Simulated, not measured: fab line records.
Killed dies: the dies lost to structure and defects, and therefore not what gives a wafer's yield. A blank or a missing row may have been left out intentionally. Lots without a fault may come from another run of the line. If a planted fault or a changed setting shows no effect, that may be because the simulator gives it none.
Struck lot and sound lot, side by side | flow n5 finfet | 36 out of 1938 route steps
Sound: these wafers, L250.2, L250.4, L250.6. Struck: wafer L254.3 (left out: L254.1, a lot-mate that was not struck); the cause follows at the end.
At each step with rows: each side's tool, then ch and its chambers, then its first start. Under that, the readings that differ: sound wafers | struck wafers | difference of the means | sigmas: that difference in standard deviations of wafers without a fault.
alike: a reading whose means differ by less than 2 such deviations, as well as words and numbers matching on both sides. not compared: withheld readings; readings where some wafer has no value; bounds like >300 that might hide an equal value; numbers whose values overlap and for which the record gives no deviation.
A row with sigmas, a row that says differs or no value, or rows on one side alone: a step with any of these is where the two part. Non-overlapping numbers with no deviation appear without sigmas and do not part them. A reading that every wafer of one side lacks parts them only if that side has two wafers or more.

first, 9 steps without rows for these wafers: N5_BEOL_M12_PRE_CLEAN_42 (time 30 s); N5_BEOL_M12_SPUTTER_43 (material TaN, target thk 15 nm, time 24.19 s); N5_BEOL_M12_SPUTTER_44 (material Ta, target thk 10 nm, time 16.13 s); N5_BEOL_M12_SPUTTER_45 (material Cu, target thk 80 nm, time 13.33 s); N5_BEOL_M12_ECD_47 (material Cu, target thk 720 nm); N5_BEOL_M12_ANNEAL_48 (time 90 s); N5_BEOL_M12_CMP_49 (polishes, stops on SiOC, t overpolish 20.6 s, target thk 320 nm); N5_BEOL_M12_PRE_CLEAN_52 (time 15 s); N5_BEOL_M12_DEP_53 (deposits SiCN from 3MS/NH3, target thk 30 nm, time 10.5 s).
N5_BEOL_M13_ILD_DEP_00: deposits SiOC from DEMS/O2, target thk 837.92 nm, time 166.4 s.
  sound on pecvd-03 ch 0,1,2, day 12 11:30; struck on pecvd-03 ch 2, day 13 11:01
  reading                                       | sound             | struck | difference | sigmas
  run length s (s)                              | 210.6 210.9 210.1 | 176.3  | -34.2      | -57
  model.SiOC_of_BEOL_M13_ILD_DEP_00.thk nm (nm) | 836.6 861.4 842.4 | 656.4  | -190.4     |
  alike: heater power w, showerhead plenum p Torr, throttle valve pct
  not compared: since wet clean h
N5_BEOL_M13_THK_MEAS_01:
  sound on film metro-02, day 12 11:39; struck on film metro-01, day 13 11:10
  reading          | sound       | struck | difference | sigmas
  M13_ILD_THK (nm) | 837 861 842 | 656    | -191       | -17
then, 10 steps without rows for these wafers: N5_BEOL_M13_COAT_58 (time 60 s, resist thk 89 nm); N5_BEOL_M13_COAT_04 (resist thk 400 nm); N5_BEOL_M13_EBR_06; N5_BEOL_M13_SOFTBAKE_05 (time 60 s); N5_BEOL_M13_EXPOSE_07 (exposes mask V12); N5_BEOL_M13_PEB_08 (peb time 90 s); N5_BEOL_M13_DEVELOP_09 (develop time 45 s); N5_BEOL_M13_HARDBAKE_14 (time 120 s); N5_BEOL_M13_DESCUM_15 (chemistry O2, time 7.9 s); N5_BEOL_M13_ETCH_59 (etches BARC in N2/H2, target depth 89 nm, overetch 26.7 nm, time 67.9 s).
N5_BEOL_M13_VIA_ETCH_16: etches SiOC in C4F8/O2/Ar, target depth 921.7 nm.
  sound on rie diel-03 ch 1,2,3, day 12 12:16; struck on rie diel-05 ch 3, day 13 11:38
  reading                                    | sound             | struck | difference | sigmas
  oes product au (a.u.)                      | 0.73 0.80 0.65    | 0.86   | +0.13      | +2
  model.etch.depth nm (nm)                   | 836.7 861.3 842.3 | 656.5  | -190.3     |
  model.coat_of_BEOL_M13_COAT_04.thk nm (nm) | 71.8 63.2 70      | 124.2  | +55.9      |
  alike: drypump motor current A, he outer torr, mfc ar sccm, rf vpp V, showerhead plenum p Torr, throttle valve pct
N5_BEOL_M13_STRIP_63: strips in N2/H2.
  sound on plasma asher-01 ch 0,1, day 12 12:29; struck on plasma asher-02 ch 1, day 13 11:53
  reading                      | sound             | struck | difference | sigmas
  oes product au (a.u.)        | 0.674 0.680 0.672 | 0.697  | +0.022     | +5
  strip time to endpoint s (s) | 28.2 25.7 27.7    | 42.8   | +15.6      | +14
  alike: drypump motor current A, heater power w
  not compared: rf hours counter h
then, 12 steps without rows for these wafers: N5_BEOL_M13_STRIP_64 (strips in N2/H2); N5_BEOL_M13_STRIP_71 (strips in post etch residue remover, time 60 s); N5_BEOL_M13_SRD_72 (time 30 s, dry time 30 s); N5_BEOL_M13_COAT_65 (time 60 s, resist thk 350 nm); N5_BEOL_M13_COAT_66 (time 60 s, resist thk 110 nm); N5_BEOL_M13_COAT_22 (resist thk 300 nm); N5_BEOL_M13_EBR_24; N5_BEOL_M13_SOFTBAKE_23 (time 60 s); N5_BEOL_M13_EXPOSE_25 (exposes mask M13, target cd 210 nm); N5_BEOL_M13_PEB_26 (peb time 90 s); N5_BEOL_M13_DEVELOP_27 (develop time 45 s); N5_BEOL_M13_HARDBAKE_32 (time 120 s).
N5_BEOL_M13_CMP_49: polishes, stops on SiOC, t overpolish 17.1 s, target thk 420 nm.
  sound on cmp-02 ch 0,1,3, day 12 20:28; struck on cmp-01 ch 1, day 13 17:16
  reading                                       | sound           | struck | difference | sigmas
  model.SiOC_of_BEOL_M13_ILD_DEP_00.thk nm (nm) | 778.4 802.6 783 | 598.6  | -189.4     |
  alike: motor current A

## WHERE THEY PART
First at N5_BEOL_M13_ILD_DEP_00; last, within this record, at N5_BEOL_M13_STRIP_63. Later steps at which nothing parts them and some readings are alike: N5_BEOL_M13_CMP_49.

WHY: whatever the simulator had introduced
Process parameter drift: pecvd-03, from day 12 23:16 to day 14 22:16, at N5_BEOL_M13_ILD_DEP_00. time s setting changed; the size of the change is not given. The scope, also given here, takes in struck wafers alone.
